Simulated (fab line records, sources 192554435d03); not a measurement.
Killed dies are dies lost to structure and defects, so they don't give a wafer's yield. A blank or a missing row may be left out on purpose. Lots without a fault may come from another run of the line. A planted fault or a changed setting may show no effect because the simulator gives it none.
fab line records | flow n5_finfet
record lots=5 wafers=15 last_day=17
route steps=1938 shown BEOL_M3@1017 BEOL_M4@1021
lots that met no fault: from a run of the same line without faults
start_h: hours from the record's first day to the start of the lot's first wafer shown | wait_h: hours since the lot's step before | " the same as in the row above | L1.1+2: a row that stands for several wafers | - no value, or no start given | * or withheld: withheld | < > ~ a bound
route shown NAME@n: a module of which the file shows steps, and the number in the route of the first | usual: mean/standard deviation of fault-free wafers | same: alike in all rows | chamber/n: place in a boat | sites: the reading at each site | _std_site: their standard deviation | _edge_site: outer sites' mean less inner sites' | radius_mm: how far each site lies from the wafer's centre | mask NAME#n: copy n | behind: the tool/chamber that last shaped the wafer | hold: why the lot was held/for how many hours/how that ended | device: the transistor (n, p or np) that didn't switch | end of line: the same wafers' tests at the end of the route | a step without rows: its recipe alone | killed: dies lost to structure and defects at the first sort, not the wafer's yield | map: a wafer's dies, x killed, . not, _ none there
set.NAME: the setting as run; set.NAME@STEP: as run at that earlier step | model.NAME: the simulator's own value behind a step, which no gauge read
lots at some steps of the route; a table a step, a row a wafer
services: from which hour (start_h, from the record's first day; less than 0 if before it) a tool's chamber was out of use, for how many hours, and why
## steps
# step N5_BEOL_M3_PRE_CLEAN_56
# recipe gas=NH3 time_s=15 temp_c=withheld rf_power_w=300
# columns lot.wafer tool chamber start_h wait_h
L075.1+3+5 pecvd-02 1,0,1 156.27 0.1
L076.1+3+5 pecvd-02 2,1,0 163.99 0.1
L089.3+4+6 pecvd-04 0,1,2 239.92 0.1
L090.1+3+5 pecvd-03 1,0,0 243.78 0.1
L097.2+4+5 pecvd-02 1,2,0 294.65 0.1
# step N5_BEOL_M3_DEP_57
# recipe material=SiCN target_thk_a=80 temp_c=withheld precursor=3MS/NH3 pressure_torr=3 rf_w=202 time_s=14
# usual showerhead_plenum_p_Torr=3.671/0.013 throttle_valve_pct=9.0/0.59
# columns lot.wafer tool chamber start_h wait_h showerhead_plenum_p_Torr throttle_valve_pct
L075.1 pecvd-02 1 156.29 0.0 3.672 9.2
L075.3 " 0 " " 3.655 9.8
L075.5 " 1 " " 3.679 9.2
L076.1 pecvd-02 2 164.01 0.0 3.669 8.4
L076.3 " 1 " " 3.680 9.2
L076.5 " 0 " " 3.667 9.8
L089.3 pecvd-04 0 239.95 0.0 3.682 8.7
L089.4 " 1 " " 3.692 9.4
L089.6 " 2 " " 3.671 7.9
L090.1 pecvd-03 1 243.80 0.0 3.658 8.8
L090.3 " 0 " " 3.657 9.1
L090.5 " 0 " " 3.652 9.0
L097.2 pecvd-02 1 294.67 0.0 3.687 9.2
L097.4 " 2 " " 3.670 8.8
L097.5 " 0 " " 3.666 9.8
# step N5_BEOL_M3_RS_MEAS_58
# recipe thk_meas_gauge=four-point-probe reads=Co_of_BEOL_M3_CO_CAP_55+Cu_of_BEOL_M3_ECD_50+Co_of_BEOL_M3_CVD_47+TaN_of_BEOL_M3_ALD_84
# usual M3_RS=0.69/0.042
# columns lot.wafer tool chamber start_h wait_h M3_RS[ohm/sq]
L075.1 film_metro-01 - 156.36 0.0 0.84
L075.3 " - " " 0.73
L075.5 " - " " 0.70
L076.1 film_metro-01 - 164.08 0.0 0.71
L076.3 " - " " 0.69
L076.5 " - " " 0.67
L089.3 film_metro-01 - 240.02 0.1 0.77
L089.4 " - " " 0.71
L089.6 " - " " 0.67
L090.1 film_metro-02 - 243.87 0.0 0.69
L090.3 " - " " 0.68
L090.5 " - " " 0.69
L097.2 film_metro-02 - 294.74 0.1 0.71
L097.4 " - " " 0.70
L097.5 " - " " 0.71
# step N5_BEOL_M3_INSPECT_59
# recipe inspect_instrument=darkfield mode=post_dep
# usual raw_defect_count=74/27
# columns lot.wafer tool chamber start_h wait_h raw_defect_count
L075.1 defect_inspect-01 - 156.39 0.0 67
L075.3 " - " " 50
L075.5 " - " " 73
L076.1 defect_inspect-02 - 164.11 0.0 30
L076.3 " - " " 59
L076.5 " - " " 51
L089.3 defect_inspect-01 - 240.04 0.0 61
L089.4 " - " " 87
L089.6 " - " " 69
L090.1 defect_inspect-01 - 243.89 0.0 40
L090.3 " - " " 60
L090.5 " - " " 50
L097.2 defect_inspect-01 - 294.76 0.0 36
L097.4 " - " " 55
L097.5 " - " " 57
# step N5_BEOL_M4_ILD_DEP_00
# recipe material=SiOC target_thk_a=790 temp_c=350 precursor=DEMS/O2 pressure_torr=5 rf_w=500 time_s=15.3
# usual heater_power_outer_w=261/35 heater_power_w=484/51 showerhead_plenum_p_Torr=5.694/0.019 throttle_valve_pct=11.6/0.52
# columns lot.wafer tool chamber start_h wait_h heater_power_outer_w heater_power_w showerhead_plenum_p_Torr throttle_valve_pct
L075.1 pecvd-03 1 156.42 0.0 230 409 5.688 11.6
L075.3 " 0 " " 292 524 5.670 11.9
L075.5 " 1 " " 231 408 5.671 11.5
L076.1 pecvd-01 0 164.14 0.0 208 412 5.697 11.4
L076.3 " 1 " " 261 500 5.668 11.9
L076.5 " 1 " " 264 493 5.674 11.8
L089.3 pecvd-03 0 240.08 0.0 295 513 5.693 12.1
L089.4 " 1 " " 304 496 5.683 11.4
L089.6 " 2 " " 240 481 5.686 11.9
L090.1 pecvd-03 2 243.93 0.0 278 521 5.695 11.6
L090.3 " 0 " " 255 459 5.687 11.8
L090.5 " 1 " " 248 438 5.688 11.8
L097.2 pecvd-01 1 294.80 0.0 243 466 5.686 12.0
L097.4 " 1 " " 246 469 5.688 12.0
L097.5 " 2 " " 287 515 5.710 11.1
# step N5_BEOL_M4_THK_MEAS_01
# recipe reads=SiOC_of_BEOL_M4_ILD_DEP_00
# usual M4_ILD_THK=79.1/1
# columns lot.wafer tool chamber start_h wait_h M4_ILD_THK[nm]
L075.1 film_metro-01 - 156.49 0.0 80.0
L075.3 " - " " 79.8
L075.5 " - " " 81.6
L076.1 film_metro-01 - 164.21 0.0 78.3
L076.3 " - " " 77.7
L076.5 " - " " 78.5
L089.3 film_metro-02 - 240.15 0.1 79.1
L089.4 " - " " 80.2
L089.6 " - " " 80.2
L090.1 film_metro-01 - 244.00 0.0 78.6
L090.3 " - " " 79.8
L090.5 " - " " 80.7
L097.2 film_metro-02 - 294.87 0.1 79.9
L097.4 " - " " 81.2
L097.5 " - " " 80.4
# step N5_BEOL_M4_PECVD_72
# recipe material=SiO2 target_thk_a=160 temp_c=400 precursor=TEOS/O2 pressure_torr=5.5 rf_w=450 teos_flow_sccm=53.8 gas=O2 flow_sccm=3000 time_s=18
# usual heater_power_outer_w=435/52 heater_power_w=732/71 showerhead_plenum_p_Torr=8.79/0.074 throttle_valve_pct=21.6/1.1
# columns lot.wafer tool chamber start_h wait_h heater_power_outer_w heater_power_w showerhead_plenum_p_Torr throttle_valve_pct
L075.1 pecvd-04 0 156.53 0.0 416 696 8.89 21.2
L075.3 " 1 " " 470 793 8.92 23.3
L075.5 " 0 " " 410 711 8.88 20.9
L076.1 pecvd-03 0 164.25 0.0 458 732 8.72 22.3
L076.3 " 1 " " 480 731 8.74 21.5
L076.5 " 2 " " 401 717 8.75 21.6
L089.3 pecvd-04 2 240.18 0.0 421 728 8.77 19.6
L089.4 " 1 " " 416 763 8.91 23.3
L089.6 " 0 " " 405 704 8.90 21.2
L090.1 pecvd-03 0 244.03 0.0 383 660 8.75 22.4
L090.3 " 2 " " 509 860 8.72 21.8
L090.5 " 2 " " 512 818 8.75 22.0
L097.2 pecvd-01 1 294.91 0.0 347 622 8.69 22.5
L097.4 " 0 " " 311 588 8.87 21.2
L097.5 " 1 " " 352 626 8.67 22.4
# step N5_BEOL_M4_HM_DEP_02
# recipe material=TiN target_thk_a=200 temp_c=25 chamber_pressure_pa=0.49996
# usual chamber_pressure_pa=0.4999/0.001 throttle_valve_pct=29.8/0.75
# columns lot.wafer tool chamber start_h wait_h chamber_pressure_pa throttle_valve_pct
L075.1 pvd_sputter-01 - 157.21 0.7 0.4987 29.4
L075.3 " - " " 0.5004 29.3
L075.5 " - " " 0.4993 30.0
L076.1 pvd_sputter-01 - 164.67 0.4 0.5019 29.2
L076.3 " - " " 0.5006 30.2
L076.5 " - " " 0.5003 30.3
L089.3 pvd_sputter-01 - 240.57 0.4 0.5004 29.8
L089.4 " - " " 0.4995 30.2
L089.6 " - " " 0.4994 30.4
L090.1 pvd_sputter-03 - 244.21 0.2 0.4999 30.7
L090.3 " - " " 0.4988 30.2
L090.5 " - " " 0.5007 30.0
L097.2 pvd_sputter-03 - 295.33 0.4 0.5000 31.1
L097.4 " - " " 0.4993 29.8
L097.5 " - " " 0.4984 30.0
# step N5_BEOL_M4_COAT_61
# recipe resist=SOC temp_c=250 time_s=60 spin_rpm=1500 resist_thk_nm=60
# usual resist_line_temp_C=23.00/0.1
# columns lot.wafer tool chamber start_h wait_h resist_line_temp_C
L075.1 litho_track-03 0 157.34 0.1 22.93
L075.3 " 0 " " 23.02
L075.5 " 0 " " 22.92
L076.1 litho_track-03 0 164.81 0.1 22.98
L076.3 " 0 " " 22.89
L076.5 " 0 " " 22.96
L089.3 litho_track-04 0 240.69 0.1 23.06
L089.4 " 0 " " 22.89
L089.6 " 0 " " 23.12
L090.1 litho_track-03 0 244.33 0.1 23.16
L090.3 " 0 " " 23.19
L090.5 " 0 " " 23.15
L097.2 litho_track-04 0 295.46 0.1 22.79
L097.4 " 0 " " 22.86
L097.5 " 0 " " 23.04
# step N5_BEOL_M4_COAT_62
# recipe resist=SiARC temp_c=220 time_s=60 spin_rpm=1500 resist_thk_nm=12
# usual resist_line_temp_C=23.03/0.094
# columns lot.wafer tool chamber start_h wait_h resist_line_temp_C
L075.1 litho_track-03 0 - - 23.14
L075.3 " 0 " " 22.95
L075.5 " 0 " " 23.02
L076.1 litho_track-03 0 - - 22.88
L076.3 " 0 " " 23.13
L076.5 " 0 " " 23.12
L089.3 litho_track-04 0 - - 22.89
L089.4 " 0 " " 22.94
L089.6 " 0 " " 22.99
L090.1 litho_track-03 0 - - 23.05
L090.3 " 0 " " 23.15
L090.5 " 0 " " 22.99
L097.2 litho_track-04 0 - - 23.06
L097.4 " 0 " " 23.08
L097.5 " 0 " " 22.99
# step N5_BEOL_M4_COAT_73
# recipe resist=underlayer temp_c=205 time_s=60 spin_rpm=1500 resist_thk_nm=5
# usual resist_line_temp_C=23.00/0.11
# columns lot.wafer tool chamber start_h wait_h resist_line_temp_C
L075.1 litho_track-03 0 - - 23.12
L075.3 " 0 " " 23.11
L075.5 " 0 " " 23.20
L076.1 litho_track-03 0 - - 22.99
L076.3 " 0 " " 22.99
L076.5 " 0 " " 22.96
L089.3 litho_track-04 0 - - 23.06
L089.4 " 0 " " 23.12
L089.6 " 0 " " 23.20
L090.1 litho_track-03 0 - - 23.10
L090.3 " 0 " " 22.96
L090.5 " 0 " " 22.79
L097.2 litho_track-04 0 - - 22.99
L097.4 " 0 " " 23.02
L097.5 " 0 " " 23.15
# step N5_BEOL_M4_COAT_05
# recipe resist=CAR-EUV spin_rpm=1500 resist_thk_nm=30
# usual resist_line_temp_C=23.00/0.1
# columns lot.wafer tool chamber start_h wait_h resist_line_temp_C
L075.1 litho_track-03 0 - - 23.06
L075.3 " 0 " " 22.89
L075.5 " 0 " " 22.98
L076.1 litho_track-03 0 - - 23.03
L076.3 " 0 " " 23.04
L076.5 " 0 " " 23.06
L089.3 litho_track-04 0 - - 22.97
L089.4 " 0 " " 23.08
L089.6 " 0 " " 23.03
L090.1 litho_track-03 0 - - 22.90
L090.3 " 0 " " 23.12
L090.5 " 0 " " 22.98
L097.2 litho_track-04 0 - - 22.93
L097.4 " 0 " " 22.92
L097.5 " 0 " " 23.02
# step N5_BEOL_M4_EBR_07
# recipe solvent=PGMEA ebr_width_mm=1.5
# usual resist_line_temp_C=22.96/0.1
# columns lot.wafer tool chamber start_h wait_h resist_line_temp_C
L075.1 litho_track-03 0 - - 22.98
L075.3 " 0 " " 22.74
L075.5 " 0 " " 22.97
L076.1 litho_track-03 0 - - 22.95
L076.3 " 0 " " 23.02
L076.5 " 0 " " 23.00
L089.3 litho_track-04 0 - - 22.81
L089.4 " 0 " " 22.81
L089.6 " 0 " " 22.82
L090.1 litho_track-03 0 - - 23.06
L090.3 " 0 " " 23.11
L090.5 " 0 " " 22.98
L097.2 litho_track-04 0 - - 23.02
L097.4 " 0 " " 23.05
L097.5 " 0 " " 23.05
# step N5_BEOL_M4_SOFTBAKE_06
# recipe temp_c=110 time_s=60 resist=CAR-EUV
# usual resist_line_temp_C=23.00/0.11
# columns lot.wafer tool chamber start_h wait_h resist_line_temp_C
L075.1 litho_track-03 0 - - 23.06
L075.3 " 0 " " 23.09
L075.5 " 0 " " 23.03
L076.1 litho_track-03 0 - - 22.97
L076.3 " 0 " " 23.04
L076.5 " 0 " " 23.03
L089.3 litho_track-04 0 - - 23.18
L089.4 " 0 " " 23.12
L089.6 " 0 " " 23.09
L090.1 litho_track-03 0 - - 22.98
L090.3 " 0 " " 22.92
L090.5 " 0 " " 22.98
L097.2 litho_track-04 0 - - 23.15
L097.4 " 0 " " 22.94
L097.5 " 0 " " 22.94
# step N5_BEOL_M4_EXPOSE_08
# recipe mask_id=M4 na=0.33 source_shape=dipole sigma_inner=0.369 sigma_outer=0.767 polarization=unpolarized dose_mj=41.25
# usual focus_offset_nm=0.0/0.5
# columns lot.wafer tool chamber start_h wait_h mask focus_offset_nm
L075.1 euv_scanner-02 0 157.48 - M4#0 -0.2
L075.3 " 0 " " M4#0 0.1
L075.5 " 0 " " M4#0 0.1
L076.1 euv_scanner-01 0 164.95 - M4#0 -0.2
L076.3 " 0 " " M4#0 -0.9
L076.5 " 0 " " M4#0 -0.1
L089.3 euv_scanner-02 0 240.85 - M4#0 0.7
L089.4 " 0 " " M4#0 0.2
L089.6 " 0 " " M4#0 0.1
L090.1 euv_scanner-02 0 244.47 - M4#0 0.2
L090.3 " 0 " " M4#0 0.2
L090.5 " 0 " " M4#0 -0.2
L097.2 euv_scanner-01 0 295.60 - M4#0 0.0
L097.4 " 0 " " M4#0 0.7
L097.5 " 0 " " M4#0 0.3
# step N5_BEOL_M4_PEB_09
# recipe peb_temp_c=100 peb_time_s=60 resist=CAR-EUV
# usual resist_line_temp_C=23.02/0.1
# columns lot.wafer tool chamber start_h wait_h resist_line_temp_C
L075.1 litho_track-05 0 157.54 0.1 23.04
L075.3 " 0 " " 23.19
L075.5 " 0 " " 22.99
L076.1 litho_track-03 0 165.01 0.1 22.86
L076.3 " 0 " " 22.97
L076.5 " 0 " " 23.11
L089.3 litho_track-04 0 240.90 0.0 23.06
L089.4 " 0 " " 23.01
L089.6 " 0 " " 23.05
L090.1 litho_track-05 0 244.53 0.1 22.81
L090.3 " 0 " " 23.09
L090.5 " 0 " " 23.11
L097.2 litho_track-04 0 295.66 0.1 23.03
L097.4 " 0 " " 23.02
L097.5 " 0 " " 22.96
# step N5_BEOL_M4_DEVELOP_10
# recipe develop_time_s=30 developer=TMAH resist=CAR-EUV rinse_liquid=surfactant_rinse dry=air_spin dev_temp_c=23
# usual resist_line_temp_C=22.99/0.11
# columns lot.wafer tool chamber start_h wait_h resist_line_temp_C
L075.1 litho_track-05 0 - - 23.01
L075.3 " 0 " " 23.02
L075.5 " 0 " " 22.98
L076.1 litho_track-03 0 - - 23.07
L076.3 " 0 " " 22.97
L076.5 " 0 " " 22.95
L089.3 litho_track-04 0 - - 23.08
L089.4 " 0 " " 23.07
L089.6 " 0 " " 23.06
L090.1 litho_track-05 0 - - 23.18
L090.3 " 0 " " 22.89
L090.5 " 0 " " 23.10
L097.2 litho_track-04 0 - - 22.91
L097.4 " 0 " " 23.10
L097.5 " 0 " " 23.02
# step N5_BEOL_M4_CD_MEAS_11
# recipe target_cd_nm=16.79 landing_energy_ev=500 detector=se_inlens polarity=opening
# usual cd_nm=16.89/0.27
# columns lot.wafer tool chamber start_h wait_h cd_nm
L075.1 cd_sem-02 0 157.61 - 16.79
L075.3 " 0 " " 16.84
L075.5 " 0 " " 16.78
L076.1 cd_sem-03 0 165.08 - 16.92
L076.3 " 0 " " 17.15
L076.5 " 0 " " 16.63
L089.3 cd_sem-01 0 240.97 - 16.69
L089.4 " 0 " " 16.71
L089.6 " 0 " " 16.74
L090.1 cd_sem-01 0 244.60 - 16.87
L090.3 " 0 " " 16.98
L090.5 " 0 " " 17.31
L097.2 cd_sem-03 0 295.73 - 16.90
L097.4 " 0 " " 17.09
L097.5 " 0 " " 16.65
# step N5_BEOL_M4_OVL_MEAS_12
# recipe points_per_wafer=522
# usual M4_OVL=0.0/0.7
# columns lot.wafer tool chamber start_h wait_h M4_OVL[nm]
L075.1 overlay-01 0 157.64 0.0 -0.3
L075.3 " 0 " " -1.0
L075.5 " 0 " " -0.2
L076.1 overlay-01 0 165.11 0.0 1.1
L076.3 " 0 " " 0.9
L076.5 " 0 " " 1.0
L089.3 overlay-01 0 241.01 0.0 0.1
L089.4 " 0 " " 0.3
L089.6 " 0 " " -0.4
L090.1 overlay-01 0 244.63 0.0 0.0
L090.3 " 0 " " 0.7
L090.5 " 0 " " 0.4
L097.2 overlay-01 0 295.76 0.0 0.1
L097.4 " 0 " " 1.0
L097.5 " 0 " " 0.4
# step N5_BEOL_M4_INSPECT_13
# recipe mode=adi inspect_instrument=brightfield
# usual raw_defect_count=389/97
# columns lot.wafer tool chamber start_h wait_h raw_defect_count
L075.1 defect_inspect-02 - 157.70 0.1 320
L075.3 " - " " 265
L075.5 " - " " 384
L076.1 defect_inspect-02 - 165.17 0.1 373
L076.3 " - " " 399
L076.5 " - " " 470
L089.3 defect_inspect-01 - 241.05 0.0 351
L089.4 " - " " 337
L089.6 " - " " 317
L090.1 defect_inspect-02 - 244.69 0.1 384
L090.3 " - " " 607
L090.5 " - " " 425
L097.2 defect_inspect-01 - 295.81 0.0 213
L097.4 " - " " 252
L097.5 " - " " 267
# step N5_BEOL_M4_DESCUM_16
# recipe chemistry=O2 time_s=7 source_power_w=50 bias_power_w=20 pressure_mtorr=20 rf_frequency_hz=2.712e+07 temp_c=40 resist=CAR-EUV o2_flow_sccm=225
# usual drypump_motor_current_A=5.7/0.43 oes_product_au=0.79/0.1 rf_vpp_V=243.4/1.2 showerhead_plenum_p_Torr=2.11/0.06 throttle_valve_pct=20.31/0.27
# columns lot.wafer tool chamber start_h wait_h drypump_motor_current_A oes_product_au rf_hours_counter_h rf_vpp_V showerhead_plenum_p_Torr throttle_valve_pct
L075.1 rie_diel-06 3 157.73 0.0 5.8 0.73 184 242.7 2.05 20.37
L075.3 " 2 " " 6.0 0.76 162 245.8 2.17 19.93
L075.5 " 0 " " 5.7 0.78 - 243.3 2.07 19.98
L076.1 rie_diel-06 0 165.20 0.0 5.7 0.78 126 244.5 2.07 19.97
L076.3 " 2 " " 6.1 0.76 163 243.9 2.17 19.92
L076.5 " 0 " " 5.7 0.77 - 242.6 2.07 19.96
L089.3 rie_diel-04 2 241.09 0.0 4.8 0.99 1 243.4 2.15 20.49
L089.4 " 0 " " 5.9 0.89 - 242.1 2.04 20.16
L089.6 " 2 " " 4.8 1.00 - 244.1 2.15 20.47
L090.1 rie_diel-04 3 244.72 0.0 5.4 0.91 29 241.7 2.07 20.41
L090.3 " 0 " " 5.9 0.88 41 242.6 2.04 20.17
L090.5 " 3 " " 5.4 0.91 - 242.3 2.07 20.42
L097.2 rie_diel-06 2 295.85 0.0 6.1 0.71 212 243.9 2.16 19.98
L097.4 " 1 " " 6.2 0.97 7 241.7 2.07 20.12
L097.5 " 1 " " 6.2 0.97 - 242.0 2.07 20.12
# step N5_BEOL_M4_ETCH_74
# recipe chemistry=N2/H2 target=underlayer target_depth_a=65 mask_material=CAR-EUV time_s=5.2 ion_energy_ev=200 pressure_mtorr=30 source_w=840 bias_w=150 n2_flow_sccm=200 h2_flow_sccm=200 ends=cleared
# usual drypump_motor_current_A=5.7/0.43 etch_rf_on_time_s=5.20/0.2 oes_product_au=0.68/0.085 rf_vpp_V=524.3/2.2 showerhead_plenum_p_Torr=2.57/0.078 throttle_valve_pct=17.80/0.23
# columns lot.wafer tool chamber start_h wait_h drypump_motor_current_A etch_rf_on_time_s oes_product_au rf_hours_counter_h rf_vpp_V showerhead_plenum_p_Torr throttle_valve_pct
L075.1 rie_diel-06 3 157.77 0.0 5.8 4.99 0.65 184 522.6 2.53 18.07
L075.3 " 2 " " 6.1 5.05 0.66 162 528.1 2.68 17.66
L075.5 " 0 " " 5.7 5.36 0.66 - 523.9 2.56 17.67
L076.1 rie_diel-06 0 165.24 0.0 5.7 5.33 0.64 126 524.7 2.56 17.69
L076.3 " 2 " " 6.1 5.00 0.66 163 527.5 2.68 17.69
L076.5 " 0 " " 5.7 5.38 0.65 - 523.9 2.56 17.70
L089.3 rie_diel-04 2 241.12 0.0 4.8 5.49 0.82 1 525.0 2.60 17.85
L089.4 " 0 " " 5.9 5.00 0.77 - 520.7 2.50 17.76
L089.6 " 2 " " 4.8 5.48 0.83 - 523.8 2.60 17.82
L090.1 rie_diel-04 3 244.76 0.0 5.4 5.14 0.77 29 522.7 2.47 17.45
L090.3 " 0 " " 5.9 4.95 0.78 41 520.6 2.50 17.76
L090.5 " 3 " " 5.4 5.14 0.76 - 522.2 2.47 17.44
L097.2 rie_diel-06 2 295.88 0.0 6.1 5.11 0.62 212 525.8 2.66 17.76
L097.4 " 1 " " 6.2 5.43 0.81 7 521.5 2.47 17.36
L097.5 " 1 " " 6.2 5.34 0.80 - 523.4 2.47 17.36
# step N5_BEOL_M4_ETCH_63
# recipe chemistry=CF4 target=SiARC target_depth_a=156 mask_material=CAR-EUV time_s=26 ion_energy_ev=80 pressure_mtorr=40 source_w=545 bias_w=36 Ar_flow_sccm=100 cf4_flow_sccm=100 ends=cleared
# usual drypump_motor_current_A=5.7/0.42 etch_rf_on_time_s=26.0/1.1 oes_product_au=0.68/0.086 rf_vpp_V=184.4/0.96 showerhead_plenum_p_Torr=2.17/0.053 throttle_valve_pct=15.55/0.25
# columns lot.wafer tool chamber start_h wait_h drypump_motor_current_A etch_rf_on_time_s oes_product_au rf_hours_counter_h rf_vpp_V showerhead_plenum_p_Torr throttle_valve_pct
L075.1 rie_diel-06 3 157.78 0.0 5.8 25.1 0.64 184 184.0 2.15 15.85
L075.3 " 2 " " 6.1 25.0 0.66 162 185.2 2.22 15.22
L075.5 " 0 " " 5.7 27.0 0.65 - 184.7 2.16 15.45
L076.1 rie_diel-06 0 165.25 0.0 5.7 27.2 0.65 126 184.5 2.16 15.46
L076.3 " 2 " " 6.1 25.1 0.66 163 185.4 2.21 15.21
L076.5 " 0 " " 5.7 27.0 0.65 - 185.9 2.16 15.46
L089.3 rie_diel-04 2 241.14 0.0 4.8 27.3 0.83 1 186.4 2.19 15.47
L089.4 " 0 " " 5.9 24.8 0.77 - 183.7 2.08 15.28
L089.6 " 2 " " 4.8 27.4 0.83 - 183.4 2.19 15.50
L090.1 rie_diel-04 3 244.77 0.0 5.4 25.9 0.76 29 183.7 2.10 15.37
L090.3 " 0 " " 5.9 24.8 0.78 41 184.3 2.08 15.29
L090.5 " 3 " " 5.4 26.1 0.76 - 182.8 2.10 15.37
L097.2 rie_diel-06 2 295.90 0.0 6.1 24.8 0.63 212 184.6 2.20 15.31
L097.4 " 1 " " 6.2 26.9 0.81 7 184.1 2.12 15.28
L097.5 " 1 " " 6.2 27.0 0.81 - 184.2 2.12 15.27
# step N5_BEOL_M4_ETCH_64
# recipe chemistry=N2/H2 target=SOC target_depth_a=750 overetch_a=225 mask_material=SiARC temp_c=40 time_s=121.9 ion_energy_ev=200 pressure_mtorr=30 source_w=840 bias_w=150 n2_flow_sccm=200 h2_flow_sccm=200
# usual drypump_motor_current_A=5.7/0.43 oes_product_au=0.60/0.072 rf_vpp_V=524.5/2 showerhead_plenum_p_Torr=2.57/0.078 throttle_valve_pct=17.76/0.23
# columns lot.wafer tool chamber start_h wait_h drypump_motor_current_A oes_product_au rf_hours_counter_h rf_vpp_V showerhead_plenum_p_Torr throttle_valve_pct
L075.1 rie_diel-06 3 157.81 0.0 5.8 0.56 184 524.8 2.53 18.02
L075.3 " 2 " " 6.0 0.58 162 525.0 2.68 17.60
L075.5 " 0 " " 5.7 0.59 - 526.1 2.56 17.63
L076.1 rie_diel-06 0 165.28 0.0 5.7 0.59 126 524.4 2.56 17.64
L076.3 " 2 " " 6.0 0.57 164 526.7 2.68 17.62
L076.5 " 0 " " 5.7 0.60 - 522.7 2.56 17.65
L089.3 rie_diel-04 2 241.16 0.0 4.8 0.75 1 525.4 2.60 17.82
L089.4 " 0 " " 6.0 0.66 - 523.2 2.50 17.72
L089.6 " 2 " " 4.8 0.76 - 525.5 2.60 17.80
L090.1 rie_diel-04 3 244.80 0.0 5.4 0.68 29 521.1 2.47 17.40
L090.3 " 0 " " 5.9 0.67 41 523.4 2.50 17.71
L090.5 " 3 " " 5.4 0.67 - 523.4 2.47 17.41
L097.2 rie_diel-06 2 295.93 0.0 6.0 0.55 212 525.1 2.66 17.72
L097.4 " 1 " " 6.2 0.74 7 521.7 2.47 17.32
L097.5 " 1 " " 6.2 0.74 - 522.9 2.47 17.31
# step N5_BEOL_M4_STRIP_65
# recipe chemistry=N2/H2 temp_c=40 n2_flow_sccm=200 h2_flow_sccm=200 rf_frequency_hz=6e+07
# columns lot.wafer tool chamber start_h wait_h
L075.1+3+5 rie_diel-06 3,2,0 157.92 0.1
L076.1+3+5 rie_diel-06 0,2,0 165.39 0.1
L089.3+4+6 rie_diel-04 2,0,2 241.28 0.1
L090.1+3+5 rie_diel-04 3,0,3 244.92 0.1
L097.2+4+5 rie_diel-06 2,1,1 296.04 0.1
# step N5_BEOL_M4_STRIP_75
# recipe chemistry=N2/H2 temp_c=40 n2_flow_sccm=200 h2_flow_sccm=200 rf_frequency_hz=6e+07
# columns lot.wafer tool chamber start_h wait_h
L075.1+3+5 rie_diel-06 3,2,0 157.93 0.0
L076.1+3+5 rie_diel-06 0,2,0 165.40 0.0
L089.3+4+6 rie_diel-04 2,0,2 241.29 0.0
L090.1+3+5 rie_diel-04 3,0,3 244.93 0.0
L097.2+4+5 rie_diel-06 2,1,1 296.05 0.0
# step N5_BEOL_M4_STRIP_66
# recipe chemistry=CF4 resist=SiARC power_w=300 bias_power_w=75 pressure_mtorr=50 cf4_flow_sccm=150 rf_frequency_hz=6e+07
# usual drypump_motor_current_A=5.7/0.42 oes_product_au=0.79/0.095 rf_vpp_V=271.4/1.2 showerhead_plenum_p_Torr=1.81/0.049 throttle_valve_pct=13.52/0.27
# columns lot.wafer tool chamber start_h wait_h drypump_motor_current_A oes_product_au rf_hours_counter_h rf_vpp_V showerhead_plenum_p_Torr throttle_valve_pct
L075.1 rie_diel-06 3 157.94 0.0 5.7 0.73 184 270.0 1.79 13.82
L075.3 " 2 " " 6.1 0.75 162 271.7 1.85 13.19
L075.5 " 0 " " 5.7 0.78 - 271.1 1.81 13.43
L076.1 rie_diel-06 0 165.41 0.0 5.7 0.77 126 271.2 1.81 13.45
L076.3 " 2 " " 6.1 0.74 164 271.8 1.85 13.19
L076.5 " 0 " " 5.7 0.77 - 271.5 1.81 13.44
L089.3 rie_diel-04 2 241.30 0.0 4.8 0.99 1 270.7 1.84 13.43
L089.4 " 0 " " 5.9 0.87 - 270.9 1.74 13.25
L089.6 " 2 " " 4.8 0.99 - 272.6 1.84 13.42
L090.1 rie_diel-04 3 244.94 0.0 5.4 0.88 29 269.3 1.75 13.25
L090.3 " 0 " " 5.9 0.86 41 271.4 1.74 13.22
L090.5 " 3 " " 5.4 0.87 - 270.3 1.75 13.27
L097.2 rie_diel-06 2 296.06 0.0 6.1 0.71 212 272.0 1.83 13.32
L097.4 " 1 " " 6.1 0.95 7 270.5 1.78 13.21
L097.5 " 1 " " 6.1 0.96 - 269.1 1.77 13.22
# step N5_BEOL_M4_HM_OPEN_17
# recipe chemistry=Cl2/BCl3 target_depth_a=200 overetch_a=60 target=TiN mask_material=SOC ion_energy_ev=150 pressure_mtorr=10 icp_w=1000 bias_w=126 Cl2_flow_sccm=53.25 bcl3_flow_sccm=21.75 Ar_flow_sccm=25
# usual drypump_motor_current_A=5.7/0.53 oes_product_au=0.67/0.067 throttle_valve_pct=21.95/0.26
# columns lot.wafer tool chamber start_h wait_h drypump_motor_current_A oes_product_au rf_hours_counter_h throttle_valve_pct
L075.1 rie_metal-02 1 157.98 0.0 5.5 0.76 6 21.67
L075.3 " 0 " " 6.6 0.53 - 21.99
L075.5 " 0 " " 6.6 0.54 - 21.97
L076.1 rie_metal-01 0 165.45 0.0 5.2 0.68 39 22.33
L076.3 " 1 " " 6.2 0.64 - 21.73
L076.5 " 0 " " 5.2 0.68 - 22.32
L089.3 rie_metal-03 0 241.38 0.1 5.8 0.58 - 22.06
L089.4 " 1 " " 4.8 0.75 - 22.23
L089.6 " 0 " " 5.8 0.59 - 22.03
L090.1 rie_metal-01 0 244.98 0.0 5.2 0.67 47 22.31
L090.3 " 1 " " 6.2 0.62 - 21.76
L090.5 " 1 " " 6.2 0.63 - 21.75
L097.2 rie_metal-03 1 296.10 0.0 4.9 0.72 17 22.25
L097.4 " 1 " " 4.9 0.72 - 22.28
L097.5 " 0 " " 5.8 0.57 - 22.05
## services
# columns tool chamber start_h hours kind
euv_scanner-02 - 134.11 5.8 pm
pecvd-04 - 137.74 1.3 repair
pecvd-04 2 140.57 11.5 repair
euv_scanner-02 - 145.01 1.0 pm
pecvd-01 1 150.37 12.9 repair
pecvd-02 1 152.91 1.9 repair
pecvd-04 - 180.14 0.9 repair
pecvd-01 - 198.46 1.8 repair
euv_scanner-02 - 201.16 1.0 pm
rie_diel-06 0 207.22 4.4 repair
pecvd-04 1 209.48 10.2 repair
rie_diel-04 2 217.90 5.7 repair
pecvd-03 - 221.28 2.8 pm
pecvd-02 - 225.45 14.6 pm
pecvd-01 0 226.24 23.5 repair
euv_scanner-02 - 227.27 0.2 repair
pecvd-01 2 233.26 6.5 repair
pecvd-01 - 237.10 5.5 pm
rie_diel-06 3 245.02 16.7 repair
pecvd-01 - 246.30 0.3 repair
pvd_sputter-01 - 252.79 1.5 repair
euv_scanner-02 - 256.50 4.6 pm
pecvd-04 1 256.77 2.0 repair
pecvd-04 - 288.42 0.8 repair
## key
fault none
